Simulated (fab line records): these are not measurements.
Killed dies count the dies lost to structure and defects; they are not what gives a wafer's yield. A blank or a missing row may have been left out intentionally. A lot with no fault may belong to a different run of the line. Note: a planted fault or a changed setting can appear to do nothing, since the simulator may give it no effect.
Comparing a struck lot with a sound one	flow n5 finfet	18 out of 1938 route steps
Sound: these wafers, L433.1, L433.4, L433.6. Struck: wafer L441.4 (left out: L441.1, a lot-mate that was not struck); the cause follows at the end.
For every step that has rows: the tool of each side, followed by ch and its chambers, followed by its first start. Under that, the readings that differ: sound wafers	struck wafers	difference of the means	sigmas: that difference in standard deviations of wafers without a fault.
alike: readings whose means differ by less than 2 such deviations, and words and numbers that are the same on both sides. not compared: withheld readings, readings that some wafer has no value for, bounds like >300 that may hide the same value, and numbers for which the record gives no deviation and whose values overlap.
The two part at a step that has a row with sigmas, a row that says differs or no value, or rows on one side only. Numbers that don't overlap but have no deviation are shown without sigmas and don't part them. A reading that every wafer of one side lacks parts them only if that side has two wafers or more.

first, 9 steps without rows for these wafers: N5_SD_EPI_N_COAT_33 (time 60 s, resist thk 35 nm); N5_SD_EPI_N_COAT_03 (resist thk 150 nm); N5_SD_EPI_N_EBR_05; N5_SD_EPI_N_SOFTBAKE_04 (time 60 s); N5_SD_EPI_N_EXPOSE_06 (exposes mask SD N BLK, target cd 120 nm); N5_SD_EPI_N_PEB_07 (peb time 60 s); N5_SD_EPI_N_DEVELOP_08 (develop time 30 s); N5_SD_EPI_N_DESCUM_14 (chemistry O2, time 7.9 s); N5_SD_EPI_N_ETCH_34 (etches SiARC in CF4, target depth 45.5 nm, time 75.8 s).
N5_SD_EPI_N_ETCH_35: etches SOC in N2/H2, overetch 108 nm, time 486 s.
  sound on rie diel-06 ch 1,3, day 5 19:15; struck on rie diel-06 ch 2, day 7 20:10
reading	sound	struck	difference	sigmas
drypump motor current A (A)	4.9 5.5 5.4	6.7	+1.4	+3
model.SD_EPI_N.cd nm (nm)	122.2 118 118.6	122.8	+3.2	
model.SiARC_of_SD_EPI_N_COAT_33.thk nm (nm)	19.6 20 20	17.2	-2.7	
  alike: oes product au, rf vpp V, showerhead plenum p Torr, throttle valve pct
  not compared: rf hours counter h
then, 3 steps without rows for these wafers: N5_SD_EPI_N_STRIP_36 (strips in N2/H2); N5_SD_EPI_N_ETCHBACK_44 (etches SiNx in CH3F/O2, stops on SiO2, target depth 14.5 nm); N5_SD_EPI_N_ETCH_45 (etches SiOCN in CH3F/O2, target depth 6 nm).
N5_SD_EPI_N_ETCH_16: etches SiO2 in CHF3/O2, target depth 5 nm.
  sound on rie diel-06 ch 1,3, day 5 19:46; struck on rie diel-06 ch 2, day 7 20:41
reading	sound	struck	difference	sigmas
CHF3_flow_sccm (sccm)	50.10 50.31 50.21	49.86	-0.35	-2
drypump motor current A (A)	4.9 5.4 5.5	6.7	+1.4	+3
model.SiARC_of_SD_EPI_N_COAT_33.thk nm (nm)	12.4 12.8 12.6	9.8	-2.8	
  alike: oes_o_777_au, oes product au, rf vpp V, showerhead plenum p Torr, throttle valve pct
  not compared: rf hours counter h
then, 1 step without rows for these wafers: N5_SD_EPI_N_STRIP_47 (strips in CHF3/O2).
N5_SD_EPI_N_SD_RECESS_17: chemistry HBr/Cl2/O2, target depth 41 nm, time 23.7 s, bt time 3 s.
  sound on rie si-04 ch 1,2, day 5 19:50; struck on rie si-01 ch 1, day 7 20:45
reading	sound	struck	difference	sigmas
model.SD_EPI_N.cd nm (nm)	122.4 118.2 118.6	122.6	+2.9	
  alike: drypump motor current A, oes_o_777_au, oes product au, throttle valve pct
  not compared: rf hours counter h
then, 1 step without rows for these wafers: N5_SD_EPI_N_STRIP_38 (strips in N2/H2).
-- record jumps: 5 days separate the struck wafers' starts on either side; left off in module SD_EPI_N, taken up again in module BEOL_M4, whose first shown step is the route's number 1111 --
N5_BEOL_M4_RC_MEAS_101:
  sound on prober-01 ch 0, day 10 11:14; struck on prober-01 ch 0, day 12 17:12
reading	sound	struck	difference	sigmas
IOFF_P (nA/um)	0.20 0.28 0.22	0.16	-0.07	-2
ION_P (uA/um)	459 463 456	444	-15	-2
  alike: DIBL_N, DIBL_P, IOFF_N, ION_N, SS_N, SS_P, VT_N, VT_P

WHERE THEY PART
Last at N5_BEOL_M4_RC_MEAS_101 as far as this record goes, first at N5_SD_EPI_N_ETCH_35.

WHY: the cause the simulator had injected
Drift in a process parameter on rie diel-06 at N5_SD_EPI_N_ETCH_35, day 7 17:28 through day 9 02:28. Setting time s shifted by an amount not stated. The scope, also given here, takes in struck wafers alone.
